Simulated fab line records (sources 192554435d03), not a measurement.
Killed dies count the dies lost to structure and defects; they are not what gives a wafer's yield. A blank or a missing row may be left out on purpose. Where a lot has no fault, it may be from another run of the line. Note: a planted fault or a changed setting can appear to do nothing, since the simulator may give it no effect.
Problem report, 8D (eight disciplines) form, completed by code	flow n5Finfet	the parts of the form that need people (team, actions taken, sign-off) are left out

1. THE PROBLEM
barrierFieldEndpointS at N5_BEOL_M9_CMP_52 reads a mean of 24.0 s on 2 wafers of 2 lots; wafers without a fault read 29.0 s with a standard deviation of 0.68. That is -7.4 standard deviations from the usual mean.
The step: polishes, stops on SiCOH lowk, t overpolish 7 s, target thk 140 nm.
Seen first at day 13 14:35 on cmp-02, wafer L558.1. The record has a number at this step for 33 wafers belonging to 11 lots. By rule, "out" or "out of limits" means more than 4 standard deviations away from the usual mean. The other wafers with a number count as sound.

2. WHAT IT IS, AND WHAT IT ISN'T
question	is	is not
which readings at this step	barrierFieldEndpointS	motorCurrentA
which lots	L558, L561	L545, L546, L547, L550, L551, L554, L555, L556, L557
which wafers of those lots	L558.1, L561.6	L558.3, L558.4, L561.2, L561.3
read on which tools	cmp-02	cmp-03, cmp-04
when	from day 13 14:35	up to then (26 sound wafers); but 5 sound wafers of L557, L561 came after

3. THE SUSPECTS, EACH WITH WHAT RULES IT OUT
Counting: any tool at a process step up to the reading remains a suspect provided it ran every lot that is out. Sound lots after the first of them don't rule it out here, since some wafers of a struck lot are sound.
- pecvd-01 at N5_BEOL_M9_PECVD_70 (deposits SiO2 from TEOS/O2, target thk 20 nm, time 22.7 s): kept. It ran every lot that is out, first L558 (day 13 08:14); its last sound lot up to then is L556 (day 13 06:05).
- pvdSputter-03 at N5_BEOL_M9_DEGAS_44 (time 60 s): kept. It ran every lot that is out, first L558 (day 13 13:00); its last sound lot up to then is L556 (day 13 11:14).
- cmp-02 at N5_BEOL_M9_CMP_52 (polishes, stops on SiCOH lowk, t overpolish 7 s, target thk 140 nm): kept. It ran every lot that is out, first L558 (day 13 14:35); its last sound lot up to then is L556 (day 13 12:28). On those wafers its own readings are out: barrierFieldEndpointS.
After the count, these remain: pecvd-01 at N5_BEOL_M9_PECVD_70, pvdSputter-03 at N5_BEOL_M9_DEGAS_44 and cmp-02 at N5_BEOL_M9_CMP_52.

4. THE CAUSE (what the simulator had put in)
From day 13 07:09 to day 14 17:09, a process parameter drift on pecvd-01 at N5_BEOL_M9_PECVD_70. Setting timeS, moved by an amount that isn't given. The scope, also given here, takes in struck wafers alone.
Of the 3 suspects that counting leaves, this tool is one.

5. SEQUENCE OF EFFECTS, ordered by route
Each row: a reading whose mean over the struck wafers that have a number lies more than 3 standard deviations from the usual. Readings are gone through only where the record gives a usual standard deviation; hours: the median, over the lots, of the time from a lot's start at the first step in this table giving one to that lot's start at this step; sigmas: the change measured in usual standard deviations.
hours	step	reading	usual	on struck wafers	change	sigmas
0	N5_BEOL_M9_CMP_52	barrierFieldEndpointS	29.0 s	24.0	-5.0	-7.4
Its process steps:
- N5_BEOL_M9_CMP_52: polishes, stops on SiCOH lowk, t overpolish 7 s, target thk 140 nm.
Later measuring or inspecting steps at which every struck wafer that the step has a row for has a number for every such reading, and none has moved that far: N5_BEOL_M9_RS_MEAS_57.

6. HOW IT WOULD HAVE BEEN CAUGHT EARLIER
In this record no reading fell out of limits until day 13 14:35, 7 hours after the fault had begun at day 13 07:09.
Tool readings at N5_BEOL_M9_PECVD_70 with a usual standard deviation given in the record: none out on any struck wafer, hence no alarm at a limit of 4 standard deviations on them.
Of the lots that are out (2), L561 began N5_BEOL_M9_PECVD_70 on pecvd-01 after day 13 14:35. A hold on the tool at that time would have spared it.
